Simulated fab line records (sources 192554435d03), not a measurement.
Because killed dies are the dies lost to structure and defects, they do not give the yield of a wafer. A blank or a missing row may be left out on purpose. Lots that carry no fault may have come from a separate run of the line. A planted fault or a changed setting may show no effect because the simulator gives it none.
fab line records	flow n5Finfet
[record] lots = 8	wafers = 24	lastDay = 17
route steps=1938 shown BEOL_M4@1111 BEOL_M8@1400 BEOL_M9@1401 PASSIVATION@1936
lots with no fault: from the same line, run without faults
startH: hours from the record's opening day to when the first of the lot's shown wafers began	waitH: hours since the lot's step before	" identical to the entry in the row above	L1.1+2: a single row standing in for several wafers	- value missing, or start not given	* or withheld: withheld	< > ~ a bound
route shown NAME@n: a module of which the file shows steps, and the number in the route of the first	usual: mean and standard deviation over wafers with no fault	same: alike in all rows	chamber/n: place in a boat	sites: per-site readings	_std_site: standard deviation of those values	_edge_site: outer sites' mean less inner sites'	radiusMm: for every site, how far away it sits from the centre of the wafer	mask NAME#n: copy n	behind: the most recent tool/chamber to have shaped the wafer	hold: the reason the lot was held/the length of the hold in hours/how it ended	device: transistor that didn't switch, given as n, p or np	end of line: at the end of the route, the tests of the same wafers	a step with no rows: only its recipe	killed: the dies lost at the first sort to structure and to defects; this is not the yield of the wafer	map: per-die view of a wafer (x killed, . not killed, _ where there is no die)
set.NAME: the setting the step ran with; set.NAME@STEP: the setting that earlier step ran with	model.NAME: the simulator's own value behind a step, which no gauge read
the route's steps for a sample of lots (tables are steps, rows are wafers)
services: a tool's chamber out of use, with start hour (startH, from the record's first day; less than 0 if before it), hours out, and reason
[[steps]]
[step N5_BEOL_M4_RC_MEAS_101]
[usual] DIBL_N = 36.6/1.7	DIBL_P = 36.7/2	IOFF_N = 0.16/0.033	IOFF_P = 0.22/0.04	ION_N = 673/12	ION_P = 463/7.9	SS_N = 71.7/0.58	SS_P = 73.3/0.64	VT_N = 249/3.3	VT_P = -249/3.1
lot.wafer	tool	chamber	startH	waitH	DIBL_N[mV/V]	DIBL_P[mV/V]	IOFF_N[nA/um]	IOFF_P[nA/um]	ION_N[uA/um]	ION_P[uA/um]	SS_N[mV/dec]	SS_P[mV/dec]	VT_N[mV]	VT_P[mV]
L526.2	prober-02	0	176.80	0.2	37.4	36.5	0.15	0.24	659	462	71.5	73.7	254	-248
L526.3	"	0	"	"	36.6	35.8	0.14	0.22	675	468	71.6	72.6	251	-247
L526.5	"	0	"	"	35.1	33.8	0.12	0.19	660	459	71.0	72.4	260	-251
L530.3	prober-02	0	206.87	0.3	36.4	33.6	0.15	0.16	659	444	72.3	72.5	252	-255
L530.4	"	0	"	"	35.3	33.9	0.13	0.17	662	460	71.5	72.7	254	-250
L530.5	"	0	"	"	37.1	35.6	0.15	0.19	655	451	72.4	73.2	253	-251
L535.1	prober-01	0	239.00	0.0	38.0	36.8	0.17	0.23	673	459	72.2	73.5	249	-250
L535.2	"	0	"	"	38.7	37.3	0.19	0.25	683	459	72.0	74.0	248	-247
L535.4	"	0	"	"	37.4	36.1	0.16	0.23	670	462	71.8	73.5	250	-248
L538.1	prober-02	0	247.87	0.0	37.6	36.5	0.17	0.23	677	465	71.9	72.9	248	-250
L538.3	"	0	"	"	35.9	35.0	0.15	0.20	673	459	71.4	73.3	249	-251
L538.4	"	0	"	"	37.7	35.6	0.17	0.21	662	452	72.7	73.9	248	-250
L539.3	prober-01	0	279.06	0.3	38.5	39.1	0.21	0.25	695	472	71.6	73.3	244	-249
L539.5	"	0	"	"	33.3	33.7	0.12	0.16	678	468	70.8	72.7	251	-256
L539.6	"	0	"	"	37.5	38.1	0.19	0.24	675	473	71.2	73.4	247	-252
L540.1	prober-02	0	279.24	0.0	33.8	32.9	0.11	0.17	653	454	71.0	71.8	254	-251
L540.4	"	0	"	"	36.3	36.2	0.16	0.23	667	462	71.6	72.4	247	-245
L540.5	"	0	"	"	40.6	42.1	0.27	0.35	686	471	72.9	74.0	239	-246
L541.2	prober-02	0	282.33	0.2	34.3	35.1	0.12	0.18	663	460	70.5	72.7	253	-251
L541.4	"	0	"	"	34.9	35.1	0.13	0.18	658	455	70.7	72.0	251	-254
L541.6	"	0	"	"	35.1	35.3	0.13	0.19	661	461	71.6	73.0	254	-252
L546.1	prober-01	0	308.11	0.0	35.2	34.2	0.14	0.21	664	461	71.9	72.5	250	-246
L546.2	"	0	"	"	35.2	34.8	0.14	0.22	677	471	72.0	72.5	251	-248
L546.3	"	0	"	"	35.2	34.8	0.14	0.22	667	464	71.6	72.4	250	-246
[step N5_BEOL_M8_INSPECT_58]
[recipe] inspectInstrument = darkfield	mode = postDep
[usual] rawDefectCount = 64/17
lot.wafer	tool	chamber	startH	waitH	rawDefectCount
L526.2	defectInspect-02	-	214.01	0.0	48
L526.3	"	-	"	"	43
L526.5	"	-	"	"	37
L530.3	defectInspect-02	-	246.88	0.0	52
L530.4	"	-	"	"	84
L530.5	"	-	"	"	55
L538.1	defectInspect-01	-	289.46	0.0	76
L538.3	"	-	"	"	117
L538.4	"	-	"	"	97
L535.1	defectInspect-01	-	289.60	0.0	80
L535.2	"	-	"	"	91
L535.4	"	-	"	"	54
L539.3	defectInspect-02	-	314.64	0.0	46
L539.5	"	-	"	"	62
L539.6	"	-	"	"	49
L540.1	defectInspect-02	-	319.78	0.0	58
L540.4	"	-	"	"	61
L540.5	"	-	"	"	67
L541.2	defectInspect-02	-	320.61	0.0	77
L541.4	"	-	"	"	52
L541.6	"	-	"	"	80
L546.1	defectInspect-01	-	346.99	0.0	68
L546.2	"	-	"	"	91
L546.3	"	-	"	"	58
[step N5_BEOL_M9_ILD_DEP_00]
[recipe] material = SiCOH_lowk	targetThkA = 3085.1	tempC = 300	precursor = DEMS/porogen	pressureTorr = 5	rfW = 500	timeS = 58
[usual] heaterPowerW = 306/80	showerheadPlenumPTorr = 5.742/0.018	throttleValvePct = 13.5/0.77
lot.wafer	tool	chamber	startH	waitH	heaterPowerW	showerheadPlenumPTorr	throttleValvePct
L526.2	pecvd-03	1	214.05	0.0	446	5.718	14.6
L526.3	"	0	"	"	278	5.761	13.4
L526.5	"	1	"	"	445	5.706	14.5
L530.3	pecvd-03	1	246.92	0.0	423	5.738	14.4
L530.4	"	2	"	"	351	5.734	12.2
L530.5	"	1	"	"	440	5.733	14.6
L538.1	pecvd-04	2	289.50	0.0	211	5.678	13.4
L538.3	"	0	"	"	196	5.767	13.5
L538.4	"	0	"	"	144	5.752	13.2
L535.1	pecvd-02	0	289.64	0.0	215	5.748	13.7
L535.2	"	2	"	"	416	5.746	12.6
L535.4	"	0	"	"	226	5.761	13.8
L539.3	pecvd-02	1	314.68	0.0	300	5.734	14.2
L539.5	"	0	"	"	222	5.751	13.8
L539.6	"	2	"	"	378	5.756	12.3
L540.1	pecvd-02	1	319.82	0.0	234	5.734	14.1
L540.4	"	1	"	"	248	5.754	14.4
L540.5	"	2	"	"	407	5.741	12.6
L541.2	pecvd-03	2	320.64	0.0	365	5.732	12.2
L541.4	"	0	"	"	263	5.762	13.5
L541.6	"	1	"	"	366	5.721	14.7
L546.1	pecvd-02	1	347.03	0.0	274	5.744	14.4
L546.2	"	2	"	"	416	5.751	12.3
L546.3	"	0	"	"	219	5.759	14.4
[step N5_BEOL_M9_PECVD_70]
[recipe] material = SiO2	targetThkA = 200	tempC = 400	precursor = TEOS/O2	pressureTorr = 5.5	rfW = 450	teosFlowSccm = 53.8	gas = O2	flowSccm = 3000	timeS = 22.7
[usual] heaterPowerW = 732/140	showerheadPlenumPTorr = 8.79/0.074	throttleValvePct = 21.8/1.2
lot.wafer	tool	chamber	startH	waitH	heaterPowerW	showerheadPlenumPTorr	throttleValvePct
L526.2	pecvd-03	1	214.71	0.0	941	8.73	23.6
L526.3	"	1	"	"	916	8.73	23.3
L526.5	"	0	"	"	670	8.86	21.9
L530.3	pecvd-02	0	247.55	0.0	568	8.87	22.2
L530.4	"	1	"	"	691	8.79	23.0
L530.5	"	0	"	"	592	8.85	22.3
L538.1	pecvd-04	0	290.13	0.0	512	8.85	21.5
L538.3	"	1	"	"	891	8.80	22.0
L538.4	"	1	"	"	908	8.83	22.2
L535.1	pecvd-03	2	290.26	0.0	807	8.77	19.9
L535.2	"	0	"	"	693	8.86	21.8
L535.4	"	1	"	"	904	8.72	23.6
L539.3	pecvd-03	0	315.79	0.0	712	8.87	21.9
L539.5	"	1	"	"	891	8.71	23.0
L539.6	"	0	"	"	710	8.88	21.9
L540.1	pecvd-04	2	320.44	0.0	608	8.61	21.9
L540.4	"	2	"	"	586	8.58	21.9
L540.5	"	1	"	"	800	8.81	21.7
L541.2	pecvd-03	2	321.27	0.0	712	8.77	19.9
L541.4	"	1	"	"	943	8.71	23.2
L541.6	"	2	"	"	704	8.78	19.9
L546.1	pecvd-03	2	347.79	0.0	813	8.75	19.7
L546.2	"	0	"	"	683	8.88	22.0
L546.3	"	1	"	"	962	8.73	23.3
[step N5_BEOL_M9_STRIP_19]
[recipe] chemistry = O2	powerW = 400	tempC = 40	pressureMtorr = 30	rfFrequencyHz = 6e+07	biasPowerW = 0	overashFraction = 0.2	o2FlowSccm = 225
[usual] biasPowerW = 0/0	chamberPressureMTorr = 30.00/0.033	drypumpMotorCurrentA = 5.57/0.25	oesProductAu = 0.81/0.091	rfVppV = 3.7/0.6	showerheadPlenumPTorr = 2.11/0.071	throttleValvePct = 16.59/0.22
lot.wafer	tool	chamber	startH	waitH	biasPowerW	chamberPressureMTorr	drypumpMotorCurrentA	oesProductAu	rfHoursCounterH	rfVppV	showerheadPlenumPTorr	throttleValvePct
L526.2	rieDiel-06	0	217.83	0.2	0	30.03	5.74	0.69	240	3.3	2.05	16.85
L526.3	"	3	"	"	0	29.98	5.88	0.84	79	3.9	2.22	16.38
L526.5	"	3	"	"	0	30.00	5.89	0.85	-	3.1	2.22	16.38
L530.3	rieDiel-02	2	248.61	0.1	0	29.99	5.83	0.83	-	4.5	2.12	16.31
L530.4	"	3	"	"	0	29.98	5.33	0.74	-	3.2	2.00	16.74
L530.5	"	3	"	"	0	29.99	5.35	0.74	-	4.6	2.00	16.77
L538.1	rieDiel-06	2	293.38	0.1	-	-	-	-	-	-	-	-
L538.3	"	0	"	"	-	-	-	-	-	-	-	-
L538.4	"	2	"	"	-	-	-	-	-	-	-	-
L535.1	rieDiel-02	0	293.53	0.1	-	-	-	-	-	-	-	-
L535.2	"	3	"	"	-	-	-	-	-	-	-	-
L535.4	"	1	"	"	-	-	-	-	-	-	-	-
L539.3	rieDiel-06	0	317.88	0.1	0	29.92	5.77	0.94	11	3.4	2.05	16.43
L539.5	"	3	"	"	0	29.96	5.91	0.81	-	3.2	2.21	16.41
L539.6	"	2	"	"	0	30.03	5.40	0.70	-	3.1	2.16	16.62
L540.1	rieDiel-06	2	323.48	0.1	0	30.00	5.45	0.70	224	2.9	2.16	16.59
L540.4	"	1	"	"	0	30.08	5.27	0.66	246	3.0	2.06	16.90
L540.5	"	3	"	"	0	30.05	5.90	0.80	-	4.1	2.21	16.42
L541.2	rieDiel-06	1	323.56	0.1	0	29.94	5.31	0.67	246	2.8	2.06	16.89
L541.4	"	0	"	"	0	30.03	5.81	0.94	13	4.4	2.05	16.43
L541.6	"	0	"	"	0	29.98	5.77	0.93	-	4.2	2.05	16.45
L546.1	rieDiel-02	3	349.29	0.1	0	29.98	5.33	0.72	206	4.1	1.99	16.80
L546.2	"	1	"	"	0	29.99	5.67	0.78	114	3.2	2.02	16.74
L546.3	"	0	"	"	0	30.06	5.12	0.88	32	3.9	2.15	16.48
[step N5_BEOL_M9_ETCH_66]
[recipe] chemistry = N2/H2	target = SOC	targetDepthA = 800	overetchA = 160	maskMaterial = SiARC	tempC = 40	timeS = 120	ionEnergyEv = 200	pressureMtorr = 30	sourceW = 840	biasW = 150	n2FlowSccm = 200	h2FlowSccm = 200
[usual] drypumpMotorCurrentA = 5.54/0.27	oesProductAu = 0.61/0.068	rfVppV = 524.3/2.5	showerheadPlenumPTorr = 2.56/0.082	throttleValvePct = 17.73/0.24
lot.wafer	tool	chamber	startH	waitH	drypumpMotorCurrentA	oesProductAu	rfHoursCounterH	rfVppV	showerheadPlenumPTorr	throttleValvePct
L526.2	rieDiel-02	0	219.80	0.0	5.14	0.52	246	525.9	2.61	18.06
L526.3	"	3	"	"	5.34	0.57	168	521.0	2.43	17.84
L526.5	"	0	"	"	5.12	0.52	-	525.8	2.61	18.05
L530.3	rieDiel-06	3	251.79	0.0	5.90	0.63	88	527.2	2.67	17.36
L530.4	"	2	"	"	5.43	0.54	200	526.3	2.64	17.84
L530.5	"	3	"	"	5.90	0.63	-	527.6	2.67	17.39
L538.1	rieDiel-06	2	295.33	0.0	5.44	0.71	214	524.0	2.63	17.92
L538.3	"	3	"	"	5.90	0.81	102	527.6	2.67	17.42
L538.4	"	2	"	"	5.43	0.70	-	527.5	2.63	17.90
L535.1	rieDiel-01	3	295.49	0.0	5.14	0.80	88	524.6	2.56	17.92
L535.2	"	1	"	"	5.48	0.92	34	524.8	2.59	17.38
L535.4	"	2	"	"	5.74	0.95	9	526.1	2.59	17.83
L539.3	rieDiel-02	2	321.97	0.0	5.83	0.61	120	525.0	2.56	17.37
L539.5	"	0	"	"	5.10	0.68	-	525.9	2.60	17.63
L539.6	"	1	"	"	5.65	0.61	-	522.2	2.46	17.84
L540.1	rieDiel-01	0	325.19	0.0	5.43	0.56	196	519.7	2.42	17.92
L540.4	"	2	"	"	5.75	0.70	-	525.3	2.59	17.84
L540.5	"	3	"	"	5.16	0.62	-	524.5	2.55	17.91
L541.2	rieDiel-02	2	325.23	0.0	5.85	0.61	121	524.5	2.56	17.35
L541.4	"	0	"	"	5.11	0.68	25	525.4	2.60	17.62
L541.6	"	3	"	"	5.34	0.56	-	520.3	2.41	17.89
L546.1	rieDiel-01	2	351.13	0.0	5.75	0.69	27	523.9	2.58	17.84
L546.2	"	0	"	"	5.44	0.56	205	519.9	2.41	17.95
L546.3	"	3	"	"	5.15	0.61	106	524.5	2.55	17.92
[step N5_BEOL_M9_VIA_ETCH_34]
[recipe] chemistry = C4F6/O2	target = SiCOH_lowk	targetDepthA = 1824	maskMaterial = SOC	taperDeg = 4	timeS = 68.4	ionEnergyEv = 250	pressureMtorr = 30	sourceW = 345	biasW = 185	Ar_flow_sccm = 300	C4F6_flow_sccm = 10	O2_flow_sccm = 10
[usual] drypumpMotorCurrentA = 5.54/0.26	oes_ar_750_au = 0.80/0.087	oesProductAu = 0.80/0.094	rfVppV = 664/15	showerheadPlenumPTorr = 2.86/0.097	throttleValvePct = 20.84/0.26
lot.wafer	tool	chamber	startH	waitH	drypumpMotorCurrentA	oes_ar_750_au	oesProductAu	rfHoursCounterH	rfVppV	showerheadPlenumPTorr	throttleValvePct
L526.2	rieDiel-02	0	219.90	0.0	5.12	0.69	0.68	246	680	2.91	20.99
L526.3	"	3	"	"	5.33	0.76	0.75	168	659	2.71	20.88
L526.5	"	0	"	"	5.14	0.69	0.68	-	681	2.91	20.97
L530.3	rieDiel-06	3	251.89	0.0	5.92	0.83	0.85	88	671	3.02	20.70
L530.4	"	2	"	"	5.41	0.72	0.72	200	640	2.92	20.66
L530.5	"	3	"	"	5.92	0.83	0.84	-	671	3.02	20.70
L538.1	rieDiel-06	2	295.43	0.0	5.36	0.71	0.27	214	639	2.92	20.51
L538.3	"	3	"	"	5.90	0.82	0.30	102	672	3.01	20.57
L538.4	"	2	"	"	5.38	0.71	0.26	-	639	2.92	20.51
L535.1	rieDiel-01	3	295.59	0.0	5.17	0.80	0.31	88	661	2.89	21.10
L535.2	"	1	"	"	5.50	0.91	0.33	34	665	2.90	20.28
L535.4	"	2	"	"	5.77	0.93	0.35	9	679	2.93	20.99
L539.3	rieDiel-02	2	322.07	0.0	5.84	0.79	0.79	120	688	2.84	20.41
L539.5	"	0	"	"	5.13	0.89	0.90	-	679	2.89	20.61
L539.6	"	1	"	"	5.67	0.80	0.80	-	672	2.73	20.88
L540.1	rieDiel-01	0	325.29	0.0	5.42	0.74	0.73	196	638	2.71	20.97
L540.4	"	2	"	"	5.73	0.91	0.92	-	680	2.93	21.18
L540.5	"	3	"	"	5.15	0.79	0.78	-	661	2.88	21.25
L541.2	rieDiel-02	2	325.33	0.0	5.83	0.79	0.79	121	688	2.84	20.42
L541.4	"	0	"	"	5.13	0.89	0.90	25	679	2.89	20.61
L541.6	"	3	"	"	5.34	0.74	0.73	-	657	2.70	20.95
L546.1	rieDiel-01	2	351.23	0.0	5.75	0.89	0.91	27	679	2.92	21.19
L546.2	"	0	"	"	5.43	0.74	0.72	205	638	2.70	20.99
L546.3	"	3	"	"	5.18	0.78	0.78	106	660	2.88	21.26
[step N5_PASSIVATION_PROBE_49]
[usual] defectLimitedYield = 91.1/1.4	killed_at_M0_to_M3 = 34/11	killed_at_M4_up = 14/5.7	killedAtContacts = 14/6.9	killedAtFrontEnd = 40/11	killedAtOther = 4/3.1	killedDies = 105/17	killedOnRim = 14/4.1	killedOpen = 70/13	killedShort = 34/7.6	sort_bin_5_function = 5.3/0.95	sort_bin_6_memory = 3.3/0.64	sortNPass = 1075/17	sortYieldPct = 91.1/1.4
[same] grossDies = 1180	killedAtBackSide = 0	sort_bin_4_leakage[%] = 0	sort_bin_8_speed[%] = 0
lot.wafer	tool	chamber	startH	waitH	defectLimitedYield[%]	killed_at_M0_to_M3	killed_at_M4_up	killedAtContacts	killedAtFrontEnd	killedAtOther	killedDies	killedOnRim	killedOpen	killedShort	sort_bin_5_function[%]	sort_bin_6_memory[%]	sortNPass	sortYieldPct[%]
L530.3	prober-01	-	313.49	0.1	91.1	32	14	18	39	2	105	9	70	31	4.9	3.9	1075	91.1
L530.4	prober-01	-	313.54	0.2	91.9	32	15	15	32	2	96	12	58	35	4.5	3.1	1084	91.9
L530.5	prober-01	-	313.59	0.2	91.7	22	19	9	41	7	98	17	55	39	4.6	3.3	1082	91.7
L538.1	prober-01	-	358.83	0.0	0	38	1088	13	41	0	1180	152	77	35	95.8	3.6	0	0
L538.3	prober-01	-	358.93	0.1	0	31	1115	5	26	3	1180	152	43	30	97.4	2.4	0	0
L538.4	prober-01	-	358.98	0.2	0	23	1122	6	28	1	1180	152	47	27	97.5	2.4	0	0
L535.1	prober-01	-	362.11	0.0	0	38	1100	10	27	5	1180	152	67	23	96.8	3.1	0	0
L535.2	prober-01	-	362.16	0.1	0	35	1097	13	35	0	1180	152	65	26	96.7	3.2	0	0
L535.4	prober-01	-	362.26	0.2	0	47	1092	8	31	2	1180	152	72	30	96.7	3.1	0	0
L539.5	prober-01	-	374.96	0.2	93.1	26	25	10	19	1	81	14	59	20	3.5	3.1	1099	93.1
L539.6	prober-01	-	375.01	0.3	88.0	54	16	13	56	3	142	19	102	39	7.3	4.5	1038	88.0
L541.4	prober-02	-	379.00	0.2	91.4	32	28	14	28	0	102	15	74	28	5.2	3.2	1078	91.4
L541.6	prober-02	-	379.10	0.3	90.4	27	27	27	29	3	113	18	75	33	5.3	3.9	1067	90.4
L540.1	prober-01	-	381.56	0.0	90.7	26	6	23	54	1	110	15	72	37	5.3	3.7	1070	90.7
L540.4	prober-01	-	381.71	0.2	89.1	26	9	30	61	3	129	14	84	45	6.1	4.0	1051	89.1
L540.5	prober-01	-	381.76	0.2	89.8	34	6	20	55	5	120	16	79	38	6.5	3.5	1060	89.8
// killed by level:class
L530.3 MOL_CONTACT_COAG:geometricParticle:open=13 BEOL_M0_SAQP:geometricParticle:short=8 FIN_SAQP:geometricParticle:open=7 BEOL_M3:geometricParticle:open=6 DUMMY_GATE:geometricParticle:open=5 ILD0:geometricParticle:open=5 STI_FIN_REVEAL:geometricParticle:open=4 BEOL_M0_SAQP:geometricParticle:open=4
L530.4 BEOL_M0_SAQP:geometricParticle:short=13 FIN_SAQP:geometricParticle:open=10 MOL_CONTACT_COAG:geometricParticle:open=9 BEOL_M3:geometricParticle:open=7 BEOL_M0_SAQP:geometricParticle:open=6 MOL_CONTACT_COAG:geometricParticle:short=5 ILD0:geometricParticle:open=5 BEOL_M4:geometricParticle:open=5
L530.5 FIN_SAQP:geometricParticle:open=10 GATE_CUT:geometricParticle:open=8 GATE_CUT:geometricParticle:short=7 MOL_CONTACT_COAG:geometricParticle:open=6 BEOL_M4:geometricParticle:open=6 BEOL_M0_SAQP:geometricParticle:short=5 FIN_SAQP:geometricParticle:short=4 STI_FIN_REVEAL:geometricParticle:open=3
L538.1 BEOL_M9:areaEtch=1067 BEOL_M0_SAQP:geometricParticle:open=12 BEOL_M4:geometricParticle:open=11 MOL_CONTACT_COAG:geometricParticle:open=11 FIN_SAQP:geometricParticle:short=10 BEOL_M0_SAQP:geometricParticle:short=9 FIN_SAQP:geometricParticle:open=8 STI_FIN_REVEAL:geometricParticle:open=6
L538.3 BEOL_M9:areaEtch=1107 BEOL_M1:geometricParticle:open=9 FIN_SAQP:geometricParticle:short=6 BEOL_M0_SAQP:geometricParticle:short=6 BEOL_M2:geometricParticle:open=5 STI_FIN_REVEAL:geometricParticle:open=3 ILD0:geometricParticle:short=3 MOL_CONTACT_COAG:geometricParticle:open=3
L538.4 BEOL_M9:areaEtch=1106 BEOL_M4:geometricParticle:open=10 STI_FIN_REVEAL:geometricParticle:open=8 BEOL_M0_SAQP:geometricParticle:short=7 FIN_SAQP:geometricParticle:open=6 MOL_CONTACT_COAG:geometricParticle:open=6 BEOL_M0_SAQP:geometricParticle:open=6 BEOL_M2:geometricParticle:open=6
L535.1 BEOL_M9:areaEtch=1089 BEOL_M2:geometricParticle:open=11 BEOL_M3:geometricParticle:open=10 MOL_CONTACT_COAG:geometricParticle:open=9 BEOL_M4:geometricParticle:open=7 FIN_SAQP:geometricParticle:open=5 FIN_SAQP:geometricParticle:short=4 DUMMY_GATE:geometricParticle:open=4
L535.2 BEOL_M9:areaEtch=1087 BEOL_M3:geometricParticle:open=11 STI_FIN_REVEAL:geometricParticle:open=10 MOL_CONTACT_COAG:geometricParticle:open=9 BEOL_M0_SAQP:geometricParticle:open=6 BEOL_M1:geometricParticle:open=6 BEOL_M2:geometricParticle:open=5 FIN_SAQP:geometricParticle:short=4
L535.4 BEOL_M9:areaEtch=1078 BEOL_M2:geometricParticle:open=24 BEOL_M4:geometricParticle:open=11 FIN_SAQP:geometricParticle:short=9 BEOL_M0_SAQP:geometricParticle:open=8 MOL_CONTACT_COAG:geometricParticle:open=7 DUMMY_GATE:geometricParticle:open=4 GATE_CUT:geometricParticle:short=4
L539.5 BEOL_M4:geometricParticle:open=18 MOL_CONTACT_COAG:geometricParticle:open=10 BEOL_M0_SAQP:geometricParticle:short=6 BEOL_M3:geometricParticle:open=6 BEOL_M1:geometricParticle:open=5 FIN_SAQP:geometricParticle:open=4 ILD0:geometricParticle:short=4 GATE_CUT:geometricParticle:open=4
L539.6 BEOL_M0_SAQP:geometricParticle:open=17 STI_FIN_REVEAL:geometricParticle:open=16 FIN_SAQP:geometricParticle:open=15 BEOL_M0_SAQP:geometricParticle:short=12 MOL_CONTACT_COAG:geometricParticle:open=11 BEOL_M3:geometricParticle:open=8 BEOL_M1:geometricParticle:open=8 BEOL_M4:geometricParticle:open=6
L541.4 BEOL_M4:geometricParticle:open=14 BEOL_M3:geometricParticle:open=13 MOL_CONTACT_COAG:geometricParticle:open=10 STI_FIN_REVEAL:geometricParticle:open=9 BEOL_M0:geometricParticle:open=6 BEOL_M4:geometricParticle:short=6 MOL_CONTACT_COAG:geometricParticle:short=4 BEOL_M0_SAQP:geometricParticle:open=4
L541.6 MOL_CONTACT_COAG:geometricParticle:open=21 BEOL_M4:geometricParticle:open=10 BEOL_M0_SAQP:geometricParticle:short=9 BEOL_M0_SAQP:geometricParticle:open=9 STI_FIN_REVEAL:geometricParticle:open=8 FIN_SAQP:geometricParticle:open=6 MOL_CONTACT_COAG:geometricParticle:short=6 DUMMY_GATE:geometricParticle:open=4
L540.1 MOL_CONTACT_COAG:geometricParticle:open=18 FIN_SAQP:geometricParticle:short=12 DUMMY_GATE:geometricParticle:open=10 STI_FIN_REVEAL:geometricParticle:open=8 FIN_SAQP:geometricParticle:open=5 MOL_CONTACT_COAG:geometricParticle:short=5 BEOL_M0_SAQP:geometricParticle:open=5 BEOL_M2:geometricParticle:open=5
L540.4 MOL_CONTACT_COAG:geometricParticle:open=24 FIN_SAQP:geometricParticle:short=16 STI_FIN_REVEAL:geometricParticle:open=12 FIN_SAQP:geometricParticle:open=7 STI_FIN_REVEAL:geometricParticle:short=6 DUMMY_GATE:geometricParticle:open=6 MOL_CONTACT_COAG:geometricParticle:short=6 BEOL_M2:geometricParticle:open=6
L540.5 MOL_CONTACT_COAG:geometricParticle:open=15 STI_FIN_REVEAL:geometricParticle:open=12 BEOL_M1:geometricParticle:open=10 FIN_SAQP:geometricParticle:short=7 DUMMY_GATE:geometricParticle:open=7 BEOL_M0_SAQP:geometricParticle:short=7 FIN_SAQP:geometricParticle:open=6 GATE_CUT:geometricParticle:open=6
[[services]]
tool	chamber	startH	hours	kind
pecvd-03	2	202.38	-	clean
pecvd-04	-	217.39	1.0	repair
rieDiel-02	0	233.89	-	clean
rieDiel-02	0	233.89	-	consumableReplace:focusRing
rieDiel-02	0	233.89	14.9	scheduledDown
rieDiel-02	0	233.89	14.9	ventCycle
rieDiel-01	2	235.33	5.0	repair
rieDiel-02	1	243.32	8.0	repair
pecvd-02	2	257.54	8.1	repair
pecvd-02	-	258.78	6.9	repair
rieDiel-06	0	260.74	-	clean
rieDiel-06	0	260.74	-	consumableReplace:focusRing
rieDiel-06	0	260.74	22.9	scheduledDown
rieDiel-06	0	260.74	22.9	ventCycle
pecvd-02	-	276.17	1.1	repair
pecvd-03	-	307.04	2.8	pm
pecvd-02	-	308.00	1.4	repair
rieDiel-01	1	313.05	21.1	repair
rieDiel-06	1	339.35	-	clean
rieDiel-06	1	339.35	-	consumableReplace:focusRing
rieDiel-06	1	339.35	14.3	scheduledDown
rieDiel-06	1	339.35	14.3	ventCycle
rieDiel-06	3	342.18	7.7	repair
rieDiel-06	0	344.37	5.4	repair
[[key]]
[firstSign] step = N5_BEOL_M9_STRIP_19	reading = toolRecord	direction = missing
[effect] step = N5_BEOL_M9_ETCH_66	reading = oesProductAu	direction = up	sigmas = 2.9	usual = 0.61	struck = 0.81
[effect] step = N5_BEOL_M9_VIA_ETCH_34	reading = oesProductAu	direction = down	sigmas = 5.3	usual = 0.80	struck = 0.31
[effect] step = N5_PASSIVATION_PROBE_49	reading = killed_at_M4_up	direction = up	sigmas = 99+	usual = 14	struck = 1102
[moreKillsBornAt] N5_BEOL_M9_ETCH_66@rieDiel-06 = 3280	N5_BEOL_M9_ETCH_66@rieDiel-01 = 3254
metAt N5_BEOL_M9_STRIP_19
struckLots L535,L538
laterRowsLeftOut L535.1,L535.2,L535.4,L538.1,L538.3,L538.4
notActingAt N5_BEOL_M8_INSPECT_58,N5_BEOL_M9_ILD_DEP_00,N5_BEOL_M9_PECVD_70
onsetBetween 248.61 293.38
[fault] kind = skippedStepWhole	tool = rieDiel-02,rieDiel-06	chamber = -	onsetH = 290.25	steps = N5_BEOL_M9_STRIP_19	scope = struckLotsOnly
// laterRowsLeftOut: the simulator's readings of these wafers behind a module that went badly wrong aren't trusted and aren't shown, but for the sort
